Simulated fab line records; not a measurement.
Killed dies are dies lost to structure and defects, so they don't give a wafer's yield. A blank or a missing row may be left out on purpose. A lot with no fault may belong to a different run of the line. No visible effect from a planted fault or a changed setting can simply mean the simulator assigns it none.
Which tool was responsible? ; flow nand_harc ; 33 wafers from 11 lots sampled at 5 of the route's 1302 steps

## WHAT THE GAUGES READ, wafer by wafer
NHARC_P_M0_THK_MEAS_24: measures by xrf.
lot;measured;on;thk_nm (nm)
L075;day 6 18:56;film_metro-02;115.9 119.7 118.4
L077;day 7 10:15;film_metro-01;115.7 116.2 116.4
L079;day 8 09:41;film_metro-01;115.7 115.3 117.5
L081;day 9 07:42;film_metro-01;117.2 117.4 118.6
L083;day 10 03:56;film_metro-01;117.3 120.3 117.7
L085;day 11 02:55;film_metro-02;119.5 117.0 119.5
L088;day 12 06:21;film_metro-02;116.4 117.2 116.2
L090;day 12 20:19;film_metro-01;117.0 114.9 115.6
L092;day 13 18:35;film_metro-01;118.7 116.0 118.3
L094;day 14 08:59;film_metro-01;116.3 117.6 114.7
L096;day 15 04:14;film_metro-01;118.9 118.8 116.0

## WHAT TOOL EACH LOT RAN ON (gives the tool, then ch and the chambers of the sampled wafers, and finally the start)
lot;NHARC_P_GATE_STRIP_108;NHARC_P_CONTACT_CMP_01;NHARC_P_CONTACT_DESCUM_17;NHARC_P_CONTACT_STRIP_28
L075;rie_diel-07 ch 0,2,3, day 5 14:16;cmp-02 ch 0,1,2, day 6 10:56;rie_diel-02 ch 1,2, day 6 12:21;rie_diel-03 ch 1,3, day 6 13:27
L077;rie_diel-07 ch 0,3, day 6 08:29;cmp-01 ch 0,1,3, day 7 02:52;rie_diel-02 ch 0,1, day 7 03:50;rie_diel-03 ch 0,2, day 7 04:47
L079;rie_diel-07 ch 0,1,3, day 7 04:43;cmp-02 ch 0,1,2, day 8 01:31;rie_diel-03 ch 0,1,2, day 8 02:32;rie_diel-09 ch 1,2,3, day 8 03:29
L081;rie_diel-07 ch 0,1,2, day 8 05:42;cmp-02 ch 0,2,3, day 9 00:10;rie_diel-03 ch 0,3, day 9 01:08;rie_diel-02 ch 0,1,2, day 9 02:16
L083;rie_diel-12 ch 1,2,3, day 9 02:19;cmp-02 ch 1,2,3, day 9 20:31;rie_diel-09 ch 1,2, day 9 21:25;rie_diel-02 ch 0,1,3, day 9 22:22
L085;rie_diel-12 ch 0,1,2, day 10 01:03;cmp-04 ch 0,1,3, day 10 19:26;rie_diel-02 ch 1,2, day 10 20:24;rie_diel-03 ch 0,1,3, day 10 21:23
L088;rie_diel-12 ch 0,1,2, day 11 04:17;cmp-01 ch 1,3, day 11 22:31;rie_diel-02 ch 0,3, day 11 23:30;rie_diel-09 ch 0,1,2, day 12 00:28
L090;rie_diel-07 ch 0,1, day 11 18:20;cmp-01 ch 0,1, day 12 12:45;rie_diel-03 ch 0,1,2, day 12 13:39;rie_diel-09 ch 0,3, day 12 14:37
L092;rie_diel-07 ch 1,3, day 12 16:46;cmp-01 ch 0,1,3, day 13 11:10;rie_diel-09 ch 0,1,2, day 13 12:04;rie_diel-09 ch 0,2, day 13 13:01
L094;rie_diel-12 ch 0,1,3, day 13 07:03;cmp-04 ch 0,3, day 14 01:34;rie_diel-02 ch 0,1,2, day 14 02:27;rie_diel-03 ch 1,2, day 14 03:23
L096;rie_diel-05 ch 1,2,3, day 14 02:17;cmp-01 ch 0,1,2, day 14 20:52;rie_diel-03 ch 0,2,3, day 14 21:53;rie_diel-02 ch 0,1,3, day 14 22:49
- NHARC_P_GATE_STRIP_108: strips in O2.
- NHARC_P_CONTACT_CMP_01: polishes SiO2, target thk 200 nm.
- NHARC_P_CONTACT_DESCUM_17: chemistry O2, time 3 s.
- NHARC_P_CONTACT_STRIP_28: strips in O2.

## THE ANSWER, worked out from the rows above alone
Rule: usual is defined by the lots themselves. The widest of any qualifying gaps counts: lots, ordered by their means at a reading, are off when they make up no more than a third of the lots, leave a main group of 4 or more, and stand apart from it by 3 or more times the standard deviation of that group's means. Not used: any main group whose means are identical at the precision the tables above print for the reading. Also off: a lot with no number at a reading for which 4 or more lots have one. Any other lot the step has rows for is counted as sound.
Across all readings shown, no lot is off: no conclusion can be drawn from this.

## WHAT WAS PUT IN BY THE SIMULATOR
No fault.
